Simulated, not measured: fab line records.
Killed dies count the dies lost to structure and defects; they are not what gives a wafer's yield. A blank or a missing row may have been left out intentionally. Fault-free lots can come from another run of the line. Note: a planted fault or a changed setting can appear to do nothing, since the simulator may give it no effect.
Chamber matching ; flow n5Finfet ; cmp-02 running N5_BEOL_M2_CMP_52: 4 sister chambers
The step polishes, stops on SiOC, t overpolish 6.8 s, target thk 40 nm. 4 wafers are shown with their chamber, then 8 later ones without.

EACH WAFER AND ITS CHAMBER
wafer;chamber;motorCurrentA (A)
L084.4;0;6.1
L083.2;3;5.4
L083.5;2;6.3
L092.2;1;5.5

WAFERS WITH NO CHAMBER GIVEN
wafer;motorCurrentA (A)
L092.5;5.6
L092.6;6.8
L095.1;5.7
L095.5;5.4
L095.6;5.8
L096.1;5.5
L096.2;5.0
L096.3;6.2

CHAMBER TAKEN BY EACH
wafer;from the rows above;in truth
L092.5;can't be placed: 1 or 3 or 0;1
L092.6;can't be placed: 2 or 0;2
L095.1;can't be placed: 1 or 3 or 0 or 2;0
L095.5;can't be placed: 3 or 1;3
L095.6;can't be placed: 0 or 1 or 3 or 2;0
L096.1;can't be placed: 1 or 3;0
L096.2;can't be placed: 3 or 1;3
L096.3;can't be placed: 2 or 0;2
Placed correctly: 0 of 8. From these rows, 8 cannot be placed; in 7 the true chamber is one of the candidates. Placed wrongly: 0.
How it was worked out, from the rows above alone: a wafer's distance from a chamber is the root of the sum, over the readings, of the square of ((its reading less the chamber's mean) divided by the reading's scatter). If the next closest chamber is less than 2 further off than the closest, the wafer can't be placed; otherwise it belongs to the closest. Each chamber's mean is taken over the wafers shown for it. The scatter: with one shown wafer a chamber, the root of the mean of the squares of how far each hidden wafer lies from its nearest shown one.
